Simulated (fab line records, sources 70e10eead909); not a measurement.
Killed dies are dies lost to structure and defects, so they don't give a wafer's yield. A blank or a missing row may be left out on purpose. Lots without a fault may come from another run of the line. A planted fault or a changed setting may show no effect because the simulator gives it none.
Which tool did it? | flow nand_harc | 14 lots, 42 wafers sampled, at 4 steps of a route of 1302

WHAT THE GAUGES READ, wafer by wafer
The record holds no reading of a measuring or inspecting step that can be judged against a usual standard deviation.

WHICH TOOL RAN EACH LOT (tool, then ch and the chambers of the sampled wafers, then the start)
lot  | NHARC_A_STAIRCASE_TRIM_231                    | NHARC_A_STAIRCASE_ETCH_234                    | NHARC_A_STAIRCASE_ETCH_236                    | NHARC_A_STAIRCASE_EXPOSE_247
L242 | rie_diel-05 ch 0,1,3, day 17 03:05 or earlier | rie_diel-05 ch 0,1,2, day 17 03:05 or earlier | rie_diel-05 ch 1,2,3, day 17 03:05 or earlier | krf_scanner-03 ch 0, day 17 03:05
L241 | rie_diel-08 ch 0,1,3, day 17 03:24 or earlier | rie_diel-08 ch 1,2,3, day 17 03:24 or earlier | rie_diel-08 ch 1,3, day 17 03:24 or earlier   | krf_scanner-02 ch 0, day 17 03:24
L243 | rie_diel-13 ch 1,2, day 17 03:38 or earlier   | rie_diel-13 ch 1,2,3, day 17 03:38 or earlier | rie_diel-13 ch 1,2,3, day 17 03:38 or earlier | krf_scanner-04 ch 0, day 17 03:38
L244 | rie_diel-08 ch 1,2,3, day 18 09:04 or earlier | rie_diel-08 ch 0,1,3, day 18 09:04 or earlier | rie_diel-08 ch 0,2, day 18 09:04 or earlier   | krf_scanner-02 ch 0, day 18 09:04
L247 | rie_diel-05 ch 0,1,2, day 19 09:37 or earlier | rie_diel-05 ch 2,3, day 19 09:37 or earlier   | rie_diel-05 ch 0,1,2, day 19 09:37 or earlier | krf_scanner-04 ch 0, day 19 09:37
L249 | rie_diel-13 ch 0,1,2, day 21 03:44 or earlier | rie_diel-13 ch 0,1,3, day 21 03:44 or earlier | rie_diel-13 ch 0,1,2, day 21 03:44 or earlier | krf_scanner-04, day 21 03:44
L251 | rie_diel-08 ch 0,3, day 21 07:17 or earlier   | rie_diel-08 ch 0,1,3, day 21 07:17 or earlier | rie_diel-08 ch 1,3, day 21 07:17 or earlier   | krf_scanner-03, day 21 07:17
L254 | rie_diel-05 ch 0,1,3, day 22 17:44 or earlier | rie_diel-05 ch 0,2,3, day 22 17:44 or earlier | rie_diel-05 ch 0,1,2, day 22 17:44 or earlier | krf_scanner-02 ch 0, day 22 17:44
L255 | rie_diel-05 ch 0,2,3, day 22 18:01 or earlier | rie_diel-05 ch 1,2, day 22 18:01 or earlier   | rie_diel-05 ch 0,1,2, day 22 18:01 or earlier | krf_scanner-03 ch 0, day 22 18:01
L256 | rie_diel-05 ch 0,1,3, day 23 07:23 or earlier | rie_diel-05 ch 0,1,3, day 23 07:23 or earlier | rie_diel-05 ch 0,1,3, day 23 07:23 or earlier | krf_scanner-04 ch 0, day 23 07:23
L260 | rie_diel-13 ch 0,2,3, day 25 03:46 or earlier | rie_diel-13 ch 0,1, day 25 03:46 or earlier   | rie_diel-13 ch 1,2, day 25 03:46 or earlier   | krf_scanner-02 ch 0, day 25 03:46
L259 | rie_diel-08 ch 1,3, day 25 04:37 or earlier   | rie_diel-08 ch 1,2, day 25 04:37 or earlier   | rie_diel-08 ch 0,1,3, day 25 04:37 or earlier | krf_scanner-03 ch 0, day 25 04:37
L261 | rie_diel-13 ch 0,2,3, day 25 10:01 or earlier | rie_diel-13 ch 0,1,3, day 25 10:01 or earlier | rie_diel-13 ch 0,2,3, day 25 10:01 or earlier | krf_scanner-02 ch 0, day 25 10:01
L262 | rie_diel-13 ch 0,1,2, day 26 00:48 or earlier | rie_diel-13 ch 1,3, day 26 00:48 or earlier   | rie_diel-13 ch 0,1,3, day 26 00:48 or earlier | krf_scanner-04 ch 0, day 26 00:48
- NHARC_A_STAIRCASE_TRIM_231: chemistry O2, time 211.2 s.
- NHARC_A_STAIRCASE_ETCH_234: etches the open film in C4F8/O2, target depth 100 nm, time 40.5 s.
- NHARC_A_STAIRCASE_ETCH_236: etches the open film in C4F8/O2, target depth 100 nm, time 40.5 s.
- NHARC_A_STAIRCASE_EXPOSE_247: exposes mask SDS 1.

WHAT THE TOOLS THEMSELVES READ (means of the sampled wafers that have a number; where no wafer has one, the mark that the record gives instead)
NHARC_A_STAIRCASE_TRIM_231. Usual: drypump_motor_current_A 5.9 A, standard deviation 0.35; oes_product_au 1.001 a.u., standard deviation 0.011; rf_vpp_V 57.9 V, standard deviation 0.88; showerhead_plenum_p_Torr 3.58 Torr, standard deviation 0.19; throttle_valve_pct 17.036 %, standard deviation 0.0092.
lot  | tool        | drypump_motor_current_A (A) | oes_product_au (a.u.) | rf_vpp_V (V) | showerhead_plenum_p_Torr (Torr) | throttle_valve_pct (%) | flag
L242 | rie_diel-05 | 5.9                         | 1.006                 | 58.0         | 3.52                            | 17.033                 |
L241 | rie_diel-08 | 5.8                         | 1.008                 | 58.0         | 3.60                            | 17.034                 |
L243 | rie_diel-13 | 6.0                         | 1.002                 | 57.7         | 3.76                            | 17.037                 |
L244 | rie_diel-08 | 5.8                         | 1.000                 | 58.3         | 3.70                            | 17.042                 |
L247 | rie_diel-05 | 5.9                         | 0.998                 | 57.8         | 3.67                            | 17.044                 |
L249 | rie_diel-13 | 6.0                         | 0.999                 | 57.7         | 3.60                            | 17.034                 |
L251 | rie_diel-08 | 5.7                         | 1.003                 | 57.9         | 3.47                            | 17.032                 |
L254 | rie_diel-05 | 5.9                         | 0.999                 | 58.5         | 3.67                            | 17.033                 |
L255 | rie_diel-05 | 5.8                         | 1.008                 | 57.9         | 3.56                            | 17.037                 |
L256 | rie_diel-05 | 5.9                         | 1.000                 | 58.4         | 3.67                            | 17.029                 |
L260 | rie_diel-13 | 5.8                         | 0.989                 | 56.9         | 3.44                            | 17.044                 |
L259 | rie_diel-08 | 5.9                         | 1.015                 | 58.3         | 3.66                            | 17.038                 |
L261 | rie_diel-13 | 5.7                         | 0.992                 | 57.0         | 3.44                            | 17.041                 |
L262 | rie_diel-13 | 6.0                         | 0.993                 | 57.8         | 3.58                            | 17.035                 |

NHARC_A_STAIRCASE_ETCH_234. Usual: oes_product_au 0.945 a.u., standard deviation 0.012; rf_vpp_V 898 V, standard deviation 7.
lot  | tool        | oes_product_au (a.u.) | rf_vpp_V (V) | flag
L242 | rie_diel-05 | 0.944                 | 895          |
L241 | rie_diel-08 | 0.955                 | 903          |
L243 | rie_diel-13 | 0.954                 | 898          |
L244 | rie_diel-08 | 0.967                 | 899          |
L247 | rie_diel-05 | 0.939                 | 895          |
L249 | rie_diel-13 | 0.955                 | 892          |
L251 | rie_diel-08 | 0.938                 | 898          |
L254 | rie_diel-05 | 0.936                 | 898          |
L255 | rie_diel-05 | 0.930                 | 900          |
L256 | rie_diel-05 | 0.943                 | 901          |
L260 | rie_diel-13 | 0.952                 | 898          |
L259 | rie_diel-08 | 0.945                 | 905          |
L261 | rie_diel-13 | 0.931                 | 892          |
L262 | rie_diel-13 | 0.946                 | 892          |

NHARC_A_STAIRCASE_ETCH_236. Usual: oes_product_au 0.942 a.u., standard deviation 0.012; rf_vpp_V 897 V, standard deviation 6.8.
lot  | tool        | oes_product_au (a.u.) | rf_vpp_V (V) | flag
L242 | rie_diel-05 | 0.941                 | 898          |
L241 | rie_diel-08 | 0.941                 | 899          |
L243 | rie_diel-13 | 0.953                 | 898          |
L244 | rie_diel-08 | 0.948                 | 898          |
L247 | rie_diel-05 | 0.939                 | 901          |
L249 | rie_diel-13 | 0.947                 | 898          |
L251 | rie_diel-08 | 0.945                 | 899          |
L254 | rie_diel-05 | 0.937                 | 901          |
L255 | rie_diel-05 | 0.936                 | 901          |
L256 | rie_diel-05 | 0.951                 | 901          |
L260 | rie_diel-13 | 0.954                 | 902          |
L259 | rie_diel-08 | 0.945                 | 897          |
L261 | rie_diel-13 | 0.923                 | 893          |
L262 | rie_diel-13 | 0.940                 | 892          |

NHARC_A_STAIRCASE_EXPOSE_247. Usual: exposure_dose_mJ_cm2 25.298, standard deviation 0.026; focus_offset_nm -0.1 nm, standard deviation 0.49.
lot  | tool           | exposure_dose_mJ_cm2 | focus_offset_nm (nm) | flag
L242 | krf_scanner-03 | 25.300               | -0.4                 |
L241 | krf_scanner-02 | 25.317               | -0.0                 |
L243 | krf_scanner-04 | 25.335               | -0.2                 |
L244 | krf_scanner-02 | 25.306               | -0.6                 |
L247 | krf_scanner-04 | 25.276               | -0.1                 |
L249 | krf_scanner-04 | -                    | -                    | OFF
L251 | krf_scanner-03 | -                    | -                    | OFF
L254 | krf_scanner-02 | 25.304               | 0.2                  |
L255 | krf_scanner-03 | 25.289               | -0.0                 |
L256 | krf_scanner-04 | 25.309               | 0.5                  |
L260 | krf_scanner-02 | 25.272               | -0.1                 |
L259 | krf_scanner-03 | 25.275               | 0.0                  |
L261 | krf_scanner-02 | 25.262               | 0.3                  |
L262 | krf_scanner-04 | 25.301               | 0.1                  |

THE ANSWER, worked out from the rows above alone
Rule: a lot is off if the mean of its wafers that have a number lies more than 3 standard deviations from the usual mean. A lot without any number at a reading at which 4 lots or more have one is off too. The other lots that the step has rows for count as sound. The gauges are gone through in route order, then the tools' own readings, and for those a lot's mean is taken as printed above. The first step at which some lot is off is used, and at that step the reading that is off furthest; a lot without a number counts as furthest.
Off: L249, L251, at NHARC_A_STAIRCASE_EXPOSE_247 (exposure_dose_mJ_cm2). Without a number there: L249, L251.
A tool fits if, at that step or a process step before it, it ran every lot that is off, and no sound lot after the first of them. NHARC_A_STAIRCASE_TRIM_231 gives no start for some lots, so the hours and the order of its lots are those of NHARC_A_STAIRCASE_EXPOSE_247. NHARC_A_STAIRCASE_ETCH_234 gives no start for some lots, so the hours and the order of its lots are those of NHARC_A_STAIRCASE_EXPOSE_247. NHARC_A_STAIRCASE_ETCH_236 gives no start for some lots, so the hours and the order of its lots are those of NHARC_A_STAIRCASE_EXPOSE_247. None of those tried fits.

WHAT THE SIMULATOR HAD PUT IN
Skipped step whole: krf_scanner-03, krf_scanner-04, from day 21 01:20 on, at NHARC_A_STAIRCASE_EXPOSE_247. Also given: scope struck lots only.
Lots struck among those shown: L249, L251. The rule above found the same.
